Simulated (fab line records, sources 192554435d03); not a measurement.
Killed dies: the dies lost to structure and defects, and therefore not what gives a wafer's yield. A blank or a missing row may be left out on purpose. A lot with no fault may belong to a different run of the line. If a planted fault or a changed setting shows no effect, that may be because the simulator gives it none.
Matching of chambers	flow n5-finfet	N5_BEOL_M11_PECVD_70 on pecvd-03 has 3 sister chambers
The step deposits SiO2 from TEOS/O2, target thk 20 nm, time 22.7 s. 22 wafers are shown with their chamber, then 11 later ones without.

== WAFERS PAIRED WITH THEIR CHAMBERS ==
wafer	chamber	showerhead-plenum-p-Torr (Torr)	throttle-valve-pct (%)	heater-power-w (W)
L074.1	0	8.82	21.9	839
L074.4	2	8.75	21.0	647
L074.6	1	8.76	22.0	591
L077.1	0	8.84	22.2	871
L077.2	1	8.79	22.5	695
L077.4	1	8.77	21.9	684
L079.3	1	8.77	22.4	688
L079.4	1	8.78	22.2	671
L079.6	2	8.75	21.4	754
L080.1	0	8.82	22.4	867
L080.2	2	8.75	21.2	712
L080.6	2	8.77	21.2	700
L084.3	0	8.82	21.8	864
L084.4	2	8.75	21.1	662
L084.5	1	8.75	22.1	571
L086.2	1	8.77	22.1	681
L086.4	1	8.76	22.1	694
L086.6	2	8.77	21.4	609
L087.1	0	8.82	22.3	769
L087.4	1	8.76	22.5	643
L087.6	2	8.74	21.0	678
L091.3	0	8.85	21.8	831

SIGNATURES (means of the wafers above)
reading	chamber 0	chamber 1	chamber 2	scatter within a chamber
showerhead-plenum-p-Torr	8.8283	8.7678	8.7543	0.0122
throttle-valve-pct	22.067	22.200	21.186	0.218
heater-power-w	840.17	657.56	680.29	44.7
Rule: for each reading, subtract the chamber's mean from the wafer's reading, divide by that reading's scatter and square the result; add these up over the readings and take the root, which gives the wafer's distance from the chamber. If the next closest chamber is less than 2 further off than the closest, the wafer can't be placed; otherwise it belongs to the closest. How the scatter is found: for the shown wafers, subtract from each reading the mean of its chamber, square and add these, divide the total by (wafers less chambers), then take the root.

== WAFERS WHOSE CHAMBER IS MISSING ==
wafer	showerhead-plenum-p-Torr (Torr)	throttle-valve-pct (%)	heater-power-w (W)
L091.4	8.76	22.4	670
L091.5	8.77	21.3	714
L095.2	8.78	21.9	697
L095.5	8.83	22.2	756
L095.6	8.78	22.1	692
L093.1	8.75	21.5	691
L093.3	8.78	22.2	574
L093.4	8.83	22.1	864
L097.4	8.82	22.2	887
L097.5	8.78	22.4	697
L097.6	8.77	21.7	734

== CHAMBER TAKEN BY EACH ==
wafer	from the rows above	in truth
L091.4	1	1
L091.5	2	2
L095.2	can't be placed: 1 or 2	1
L095.5	0	0
L095.6	1	1
L093.1	2	2
L093.3	1	1
L093.4	0	0
L097.4	0	0
L097.5	1	1
L097.6	can't be placed: 1 or 2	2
Placed correctly: 9 of 11. These rows do not allow placing 2 (true chamber among the candidates in 2). Placed wrongly: 0.
